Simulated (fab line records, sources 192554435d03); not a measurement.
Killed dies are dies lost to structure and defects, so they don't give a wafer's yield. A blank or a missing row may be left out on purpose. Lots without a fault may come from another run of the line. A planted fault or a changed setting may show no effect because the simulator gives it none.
Which tool did it? | flow n5_finfet | 24 lots, 72 wafers sampled, at 6 steps of a route of 1938

WHAT THE GAUGES READ, wafer by wafer
N5_BEOL_M6_OVL_MEAS_12. Usual: M6_OVL -0.4 nm, standard deviation 0.68.
lot  | measured     | on         | M6_OVL (nm)    | flag
L074 | day 8 20:43  | overlay-02 | -0.7 -1.1 -0.8 |
L075 | day 9 01:01  | overlay-02 | -1.6 -1.0 -0.5 |
L076 | day 9 12:05  | overlay-02 | -1.2 0.0 -1.4  |
L077 | day 9 14:38  | overlay-02 | -0.6 0.4 0.9   |
L078 | day 9 22:20  | overlay-02 | -0.5 0.0 0.1   |
L079 | day 10 14:37 | overlay-02 | -0.8 -0.4 0.0  |
L081 | day 10 18:13 | overlay-02 | -0.5 -0.7 -1.3 |
L080 | day 10 18:26 | overlay-02 | 0.5 0.5 -0.1   |
L082 | day 10 21:55 | overlay-02 | 0.5 -0.2 0.4   |
L083 | day 11 01:50 | overlay-02 | 0.0 0.0 -1.6   |
L084 | day 11 10:35 | overlay-02 | 0.2 1.6 0.7    |
L085 | day 11 19:38 | overlay-01 | -0.1 -0.1 -0.4 |
L086 | day 11 22:36 | overlay-01 | 0.7 -0.3 -0.4  |
L087 | day 11 22:46 | overlay-01 | -0.2 -0.2 -0.7 |
L089 | day 13 05:46 | overlay-01 | -1.0 -0.1 -0.9 |
L088 | day 13 06:05 | overlay-01 | 0.3 0.0 -0.9   |
L090 | day 13 06:26 | overlay-01 | -0.9 -1.4 -0.8 |
L093 | day 13 11:28 | overlay-02 | -0.7 -1.0 0.0  |
L091 | day 13 11:31 | overlay-02 | -0.6 -1.5 -1.0 |
L094 | day 14 12:02 | overlay-02 | -0.3 0.3 0.4   |
L096 | day 14 18:50 | overlay-02 | -0.6 -0.7 -0.2 |
L095 | day 15 00:45 | overlay-01 | -0.4 0.2 -0.3  |
L092 | day 14 20:58 | overlay-02 | -0.9 -1.2 -1.0 |
L097 | day 15 07:22 | overlay-02 | -0.7 0.3 -0.3  |

N5_BEOL_M6_CD_MEAS_18: pitch 80 nm, target cd 40 nm. Usual: cd_nm 39.8 nm, standard deviation 0.58.
lot  | measured     | on        | cd_nm (nm)     | flag
L074 | day 8 21:18  | cd_sem-03 | 40.2 39.5 41.0 |
L075 | day 9 02:22  | cd_sem-01 | 40.7 40.7 39.6 |
L076 | day 9 12:41  | cd_sem-03 | 40.7 39.9 39.9 |
L077 | day 9 15:17  | cd_sem-03 | 39.6 40.2 40.1 |
L078 | day 9 22:58  | cd_sem-02 | 40.2 40.3 40.0 |
L079 | day 10 15:08 | cd_sem-02 | 39.7 39.5 40.1 |
L081 | day 10 18:47 | cd_sem-01 | 39.2 38.8 40.0 |
L080 | day 10 19:07 | cd_sem-01 | 41.2 40.8 40.2 |
L082 | day 10 22:36 | cd_sem-01 | 40.3 41.6 40.4 |
L083 | day 11 02:32 | cd_sem-01 | 40.5 40.1 40.0 |
L084 | day 11 11:09 | cd_sem-01 | 38.5 40.7 39.7 |
L085 | day 11 20:25 | cd_sem-01 | 39.3 40.3 39.4 |
L086 | day 11 23:14 | cd_sem-02 | 39.7 39.2 39.8 |
L087 | day 11 23:22 | cd_sem-03 | 38.8 39.9 39.3 |
L089 | day 13 06:25 | cd_sem-02 | 39.7 38.9 39.7 |
L088 | day 13 06:59 | cd_sem-03 | 39.3 38.8 39.0 |
L090 | day 13 07:46 | cd_sem-01 | 39.2 39.3 39.5 |
L093 | day 13 12:02 | cd_sem-03 | 40.2 40.1 39.6 |
L091 | day 13 12:08 | cd_sem-03 | 39.0 39.1 39.5 |
L094 | day 14 12:34 | cd_sem-01 | 39.8 39.6 39.2 |
L096 | day 14 19:32 | cd_sem-02 | 40.7 39.9 40.1 |
L095 | day 15 01:23 | cd_sem-01 | 40.2 40.0 40.0 |
L092 | day 14 21:32 | cd_sem-02 | 39.7 38.8 40.8 |
L097 | day 15 08:14 | cd_sem-01 | 39.1 40.3 40.1 |

WHICH TOOL RAN EACH LOT (tool, then ch and the chambers of the sampled wafers, then the start)
lot  | N5_BEOL_M5_ETCH_67                 | N5_BEOL_M5_TRENCH_ETCH_37                     | N5_BEOL_M5_ANNEAL_82         | N5_BEOL_M6_HM_OPEN_17
L074 | rie_diel-06 ch 1,3, day 8 10:18    | rie_diel-06 ch 1,3, day 8 13:18 or earlier    | pvd_sputter-03, day 8 13:18  | rie_metal-01 ch 0,1, day 8 21:08
L075 | rie_diel-03 ch 0,2, day 8 14:55    | rie_diel-03 ch 0,2, day 8 18:52 or earlier    | pvd_sputter-01, day 8 18:52  | rie_metal-02 ch 1, day 9 02:03
L076 | rie_diel-06 ch 2,3, day 9 01:46    | rie_diel-06 ch 2,3, day 9 05:53 or earlier    | pvd_sputter-02, day 9 05:53  | rie_metal-01 ch 0,1, day 9 12:28
L077 | rie_diel-06 ch 0,1, day 9 05:01    | rie_diel-06 ch 0,1, day 9 08:31 or earlier    | pvd_sputter-01, day 9 08:31  | rie_metal-01 ch 0,1, day 9 15:05
L078 | rie_diel-06 ch 2,3, day 9 11:26    | rie_diel-06 ch 2,3, day 9 14:40 or earlier    | pvd_sputter-02, day 9 14:40  | rie_metal-01 ch 0,1, day 9 22:48
L079 | rie_diel-03 ch 0,2, day 10 04:34   | rie_diel-03 ch 0,2, day 10 07:38 or earlier   | pvd_sputter-03, day 10 07:38 | rie_metal-01 ch 1, day 10 14:57
L081 | rie_diel-05 ch 0,2,3, day 10 07:31 | rie_diel-05 ch 0,2,3, day 10 10:40 or earlier | pvd_sputter-01, day 10 10:40 | rie_metal-01 ch 1, day 10 18:34
L080 | rie_diel-05 ch 0,1,3, day 10 07:55 | rie_diel-05 ch 0,1,3, day 10 11:34 or earlier | pvd_sputter-02, day 10 11:34 | rie_metal-01 ch 0,1, day 10 18:55
L082 | rie_diel-06 ch 0,1, day 10 10:57   | rie_diel-06 ch 0,1, day 10 14:27 or earlier   | pvd_sputter-03, day 10 14:27 | rie_metal-03 ch 0,1, day 10 22:26
L083 | rie_diel-05 ch 1,2,3, day 10 17:12 | rie_diel-05 ch 1,2,3, day 10 20:05 or earlier | pvd_sputter-01, day 10 20:05 | rie_metal-01 ch 0,1, day 11 02:12
L084 | rie_diel-05 ch 1,2, day 11 00:19   | rie_diel-05 ch 1,2, day 11 03:24 or earlier   | pvd_sputter-01, day 11 03:24 | rie_metal-02 ch 0,1, day 11 10:56
L085 | rie_diel-05 ch 0,1,3, day 11 09:27 | rie_diel-05 ch 0,1,3, day 11 12:28 or earlier | pvd_sputter-01, day 11 12:28 | rie_metal-02 ch 0, day 11 20:10
L086 | rie_diel-06 ch 0,2,3, day 11 11:13 | rie_diel-06 ch 0,2,3, day 11 15:53 or earlier | pvd_sputter-02, day 11 15:53 | rie_metal-01 ch 0,1, day 11 23:04
L087 | rie_diel-06 ch 0,3, day 11 13:42   | rie_diel-06 ch 0,3, day 11 16:53 or earlier   | pvd_sputter-03, day 11 16:53 | rie_metal-02 ch 0, day 11 23:06
L089 | rie_diel-05 ch 1,3, day 12 20:06   | rie_diel-05 ch 1,3, day 12 22:41 or earlier   | pvd_sputter-03, day 12 22:41 | rie_metal-01 ch 0,1, day 13 06:11
L088 | rie_diel-03 ch 0,3, day 12 20:12   | rie_diel-03 ch 0,3, day 12 22:50 or earlier   | pvd_sputter-01, day 12 22:50 | rie_metal-03 ch 0,1, day 13 06:25
L090 | rie_diel-05 ch 0,1,2, day 12 20:38 | rie_diel-05 ch 0,1,2, day 12 23:45 or earlier | pvd_sputter-02, day 12 23:45 | rie_metal-01 ch 0,1, day 13 07:19
L093 | rie_diel-05 ch 1,3, day 12 22:46   | rie_diel-05 ch 1,3, day 13 04:46 or earlier   | pvd_sputter-01, day 13 04:46 | rie_metal-03 ch 0,1, day 13 11:51
L091 | rie_diel-05 ch 0,1,2, day 13 02:12 | rie_diel-05 ch 0,1,2, day 13 05:19 or earlier | pvd_sputter-03, day 13 05:19 | rie_metal-01 ch 0, day 13 11:56
L094 | rie_diel-03 ch 0,1,2, day 14 01:11 | rie_diel-03 ch 0,1,2, day 14 05:08 or earlier | pvd_sputter-03, day 14 05:08 | rie_metal-01 ch 0,1, day 14 12:24
L096 | rie_diel-06 ch 0,1,3, day 14 04:23 | rie_diel-06 ch 0,1,3, day 14 08:35 or earlier | pvd_sputter-02, day 14 08:35 | rie_metal-03 ch 0,1, day 14 19:10
L095 | rie_diel-03 ch 0,2,3, day 14 11:07 | rie_diel-03 ch 0,2,3, day 14 14:19 or earlier | pvd_sputter-02, day 14 14:19 | rie_metal-01 ch 0,1, day 15 01:07
L092 | rie_diel-03 ch 0,1,2, day 14 11:31 | rie_diel-03 ch 0,1,2, day 14 15:04 or earlier | pvd_sputter-03, day 14 15:04 | rie_metal-01 ch 0,1, day 14 21:19
L097 | rie_diel-06 ch 2,3, day 14 19:23   | rie_diel-06 ch 2,3, day 14 22:32 or earlier   | pvd_sputter-03, day 14 22:32 | rie_metal-02 ch 0,1, day 15 08:02
- N5_BEOL_M5_ETCH_67: etches SiARC in CF4, target depth 15.6 nm, time 26 s.
- N5_BEOL_M5_TRENCH_ETCH_37: etches SiCOH lowk in C4F6/O2, target depth 71.652 nm, time 24.7 s.
- N5_BEOL_M5_ANNEAL_82: time 1800 s.
- N5_BEOL_M6_HM_OPEN_17: chemistry Cl2/BCl3, target TiN, target depth 20 nm, overetch 6 nm.

WHAT THE TOOLS THEMSELVES READ (means of the sampled wafers that have a number; where no wafer has one, the mark that the record gives instead)
N5_BEOL_M5_ETCH_67. Usual: drypump_motor_current_A 5.80 A, standard deviation 0.25; etch_rf_on_time_s 26.0 s, standard deviation 0.6; oes_product_au 0.66 a.u., standard deviation 0.069; rf_vpp_V 184.3 V, standard deviation 1.1; showerhead_plenum_p_Torr 2.15 Torr, standard deviation 0.068; throttle_valve_pct 15.60 %, standard deviation 0.3.
lot  | tool        | drypump_motor_current_A (A) | etch_rf_on_time_s (s) | oes_product_au (a.u.) | rf_vpp_V (V) | showerhead_plenum_p_Torr (Torr) | throttle_valve_pct (%) | flag
L074 | rie_diel-06 | 5.57                        | 25.9                  | 0.68                  | 185.2        | 2.17                            | 15.49                  |
L075 | rie_diel-03 | 5.65                        | 25.7                  | 0.76                  | 185.4        | 2.22                            | 15.38                  |
L076 | rie_diel-06 | 5.84                        | 25.9                  | 0.71                  | 184.3        | 2.10                            | 15.36                  |
L077 | rie_diel-06 | 5.63                        | 25.9                  | 0.63                  | 184.4        | 2.19                            | 15.71                  |
L078 | rie_diel-06 | 5.84                        | 25.5                  | 0.70                  | 183.7        | 2.10                            | 15.37                  |
L079 | rie_diel-03 | 5.67                        | 25.3                  | 0.75                  | 185.2        | 2.24                            | 15.37                  |
L081 | rie_diel-05 | 5.77                        | 25.9                  | 0.71                  | 183.4        | 2.14                            | 15.54                  |
L080 | rie_diel-05 | 5.71                        | 25.9                  | 0.71                  | 184.2        | 2.19                            | 15.55                  |
L082 | rie_diel-06 | 5.85                        | 26.1                  | 0.61                  | 184.7        | 2.15                            | 15.77                  |
L083 | rie_diel-05 | 5.88                        | 26.1                  | 0.64                  | 184.5        | 2.14                            | 15.83                  |
L084 | rie_diel-05 | 6.00                        | 26.4                  | 0.58                  | 184.2        | 2.10                            | 15.99                  |
L085 | rie_diel-05 | 5.71                        | 26.1                  | 0.70                  | 185.7        | 2.19                            | 15.56                  |
L086 | rie_diel-06 | 5.92                        | 25.8                  | 0.65                  | 184.0        | 2.11                            | 15.62                  |
L087 | rie_diel-06 | 6.03                        | 25.9                  | 0.64                  | 184.0        | 2.10                            | 15.62                  |
L089 | rie_diel-05 | 5.81                        | 25.8                  | 0.63                  | 184.3        | 2.19                            | 15.86                  |
L088 | rie_diel-03 | 5.55                        | 25.5                  | 0.70                  | 183.6        | 2.14                            | 15.60                  |
L090 | rie_diel-05 | 5.86                        | 26.4                  | 0.63                  | 184.0        | 2.14                            | 15.72                  |
L093 | rie_diel-05 | 5.82                        | 26.0                  | 0.63                  | 184.7        | 2.19                            | 15.86                  |
L091 | rie_diel-05 | 5.86                        | 26.0                  | 0.63                  | 183.6        | 2.14                            | 15.73                  |
L094 | rie_diel-03 | 5.86                        | 26.1                  | 0.67                  | 185.8        | 2.21                            | 15.43                  |
L096 | rie_diel-06 | 5.80                        | 26.2                  | 0.64                  | 183.5        | 2.13                            | 15.61                  |
L095 | rie_diel-03 | 5.59                        | 25.8                  | 0.68                  | 185.0        | 2.16                            | 15.58                  |
L092 | rie_diel-03 | 5.87                        | 26.1                  | 0.67                  | 185.0        | 2.21                            | 15.45                  |
L097 | rie_diel-06 | 5.83                        | 25.7                  | 0.67                  | 183.2        | 2.08                            | 15.43                  |

N5_BEOL_M5_TRENCH_ETCH_37. Usual: drypump_motor_current_A 5.80 A, standard deviation 0.25; oes_product_au 0.78 a.u., standard deviation 0.081; rf_vpp_V 665 V, standard deviation 11; showerhead_plenum_p_Torr 2.86 Torr, standard deviation 0.088; throttle_valve_pct 20.90 %, standard deviation 0.29.
lot  | tool        | drypump_motor_current_A (A) | oes_product_au (a.u.) | rf_vpp_V (V) | showerhead_plenum_p_Torr (Torr) | throttle_valve_pct (%) | flag
L074 | rie_diel-06 | 5.56                        | 0.79                  | 662          | 2.88                            | 20.73                  |
L075 | rie_diel-03 | 5.65                        | 0.90                  | 674          | 2.94                            | 20.69                  |
L076 | rie_diel-06 | 5.85                        | 0.82                  | 663          | 2.79                            | 20.68                  |
L077 | rie_diel-06 | 5.63                        | 0.74                  | 661          | 2.90                            | 20.97                  |
L078 | rie_diel-06 | 5.83                        | 0.82                  | 664          | 2.79                            | 20.68                  |
L079 | rie_diel-03 | 5.70                        | 0.87                  | 672          | 2.98                            | 20.69                  |
L081 | rie_diel-05 | 5.78                        | 0.83                  | 666          | 2.84                            | 20.84                  |
L080 | rie_diel-05 | 5.73                        | 0.83                  | 674          | 2.91                            | 20.87                  |
L082 | rie_diel-06 | 5.89                        | 0.72                  | 657          | 2.87                            | 21.08                  |
L083 | rie_diel-05 | 5.85                        | 0.75                  | 662          | 2.85                            | 21.13                  |
L084 | rie_diel-05 | 5.99                        | 0.68                  | 656          | 2.79                            | 21.27                  |
L085 | rie_diel-05 | 5.72                        | 0.81                  | 673          | 2.91                            | 20.88                  |
L086 | rie_diel-06 | 5.94                        | 0.76                  | 663          | 2.80                            | 20.93                  |
L087 | rie_diel-06 | 6.01                        | 0.75                  | 652          | 2.81                            | 20.96                  |
L089 | rie_diel-05 | 5.83                        | 0.74                  | 670          | 2.91                            | 21.19                  |
L088 | rie_diel-03 | 5.57                        | 0.83                  | 673          | 2.83                            | 20.88                  |
L090 | rie_diel-05 | 5.86                        | 0.74                  | 666          | 2.84                            | 21.02                  |
L093 | rie_diel-05 | 5.82                        | 0.74                  | 669          | 2.91                            | 21.18                  |
L091 | rie_diel-05 | 5.86                        | 0.74                  | 666          | 2.84                            | 21.02                  |
L094 | rie_diel-03 | 5.89                        | 0.78                  | 670          | 2.94                            | 20.71                  |
L096 | rie_diel-06 | 5.78                        | 0.74                  | 658          | 2.83                            | 20.87                  |
L095 | rie_diel-03 | 5.60                        | 0.80                  | 671          | 2.87                            | 20.86                  |
L092 | rie_diel-03 | 5.89                        | 0.78                  | 670          | 2.94                            | 20.72                  |
L097 | rie_diel-06 | 5.86                        | 0.79                  | 662          | 2.77                            | 20.72                  |

N5_BEOL_M5_ANNEAL_82. Usual: heater_power_w 825 W, standard deviation 80.
lot  | tool           | heater_power_w (W) | flag
L074 | pvd_sputter-03 | 802                |
L075 | pvd_sputter-01 | 865                |
L076 | pvd_sputter-02 | 779                |
L077 | pvd_sputter-01 | 778                |
L078 | pvd_sputter-02 | 780                |
L079 | pvd_sputter-03 | 835                |
L081 | pvd_sputter-01 | 847                |
L080 | pvd_sputter-02 | 784                |
L082 | pvd_sputter-03 | 814                |
L083 | pvd_sputter-01 | 814                |
L084 | pvd_sputter-01 | 778                |
L085 | pvd_sputter-01 | 833                |
L086 | pvd_sputter-02 | 802                |
L087 | pvd_sputter-03 | 885                |
L089 | pvd_sputter-03 | 903                |
L088 | pvd_sputter-01 | 802                |
L090 | pvd_sputter-02 | 824                |
L093 | pvd_sputter-01 | 826                |
L091 | pvd_sputter-03 | 856                |
L094 | pvd_sputter-03 | 858                |
L096 | pvd_sputter-02 | 836                |
L095 | pvd_sputter-02 | 824                |
L092 | pvd_sputter-03 | 888                |
L097 | pvd_sputter-03 | 810                |

N5_BEOL_M6_HM_OPEN_17. Usual: drypump_motor_current_A 5.9 A, standard deviation 0.34; mfc_cl2_sccm 53.25 sccm, standard deviation 0.15; oes_product_au 0.67 a.u., standard deviation 0.065; throttle_valve_pct 22.10 %, standard deviation 0.16.
lot  | tool         | drypump_motor_current_A (A) | mfc_cl2_sccm (sccm) | oes_product_au (a.u.) | throttle_valve_pct (%) | flag
L074 | rie_metal-01 | 6.1                         | 53.45               | 0.66                  | 22.03                  |
L075 | rie_metal-02 | 5.9                         | 53.24               | 0.53                  | 22.42                  |
L076 | rie_metal-01 | 5.9                         | 53.19               | 0.66                  | 22.14                  |
L077 | rie_metal-01 | 5.9                         | 53.20               | 0.67                  | 22.11                  |
L078 | rie_metal-01 | 5.9                         | 53.18               | 0.66                  | 22.14                  |
L079 | rie_metal-01 | 5.7                         | 53.24               | 0.67                  | 22.20                  |
L081 | rie_metal-01 | 5.7                         | 53.24               | 0.66                  | 22.24                  |
L080 | rie_metal-01 | 5.9                         | 53.22               | 0.65                  | 22.13                  |
L082 | rie_metal-03 | 5.4                         | 53.24               | 0.71                  | 22.10                  |
L083 | rie_metal-01 | 6.1                         | 53.44               | 0.65                  | 22.03                  |
L084 | rie_metal-02 | 6.1                         | 53.23               | 0.72                  | 22.10                  |
L085 | rie_metal-02 | 6.2                         | 53.24               | 0.79                  | 21.93                  |
L086 | rie_metal-01 | 5.9                         | 53.23               | 0.65                  | 22.13                  |
L087 | rie_metal-02 | 6.2                         | 53.11               | 0.80                  | 21.92                  |
L089 | rie_metal-01 | 6.1                         | 53.31               | 0.64                  | 22.04                  |
L088 | rie_metal-03 | 5.4                         | 53.35               | 0.70                  | 22.20                  |
L090 | rie_metal-01 | 6.1                         | 53.22               | 0.64                  | 22.04                  |
L093 | rie_metal-03 | 5.4                         | 53.14               | 0.69                  | 22.13                  |
L091 | rie_metal-01 | 6.3                         | 53.19               | 0.63                  | 21.98                  |
L094 | rie_metal-01 | 5.9                         | 53.33               | 0.64                  | 22.15                  |
L096 | rie_metal-03 | 5.4                         | 53.36               | 0.68                  | 22.14                  |
L095 | rie_metal-01 | 6.1                         | 53.22               | 0.63                  | 22.06                  |
L092 | rie_metal-01 | 6.1                         | 53.30               | 0.64                  | 22.05                  |
L097 | rie_metal-02 | 6.0                         | 53.30               | 0.79                  | 22.06                  |

THE ANSWER, worked out from the rows above alone
Rule: a lot is off if the mean of its wafers that have a number lies more than 3 standard deviations from the usual mean. A lot without any number at a reading at which 4 lots or more have one is off too. The other lots that the step has rows for count as sound. The gauges are gone through in route order, then the tools' own readings, and for those a lot's mean is taken as printed above. The first step at which some lot is off is used, and at that step the reading that is off furthest; a lot without a number counts as furthest.
No lot is off at any reading shown: from this, nothing can be told.

WHAT THE SIMULATOR HAD PUT IN
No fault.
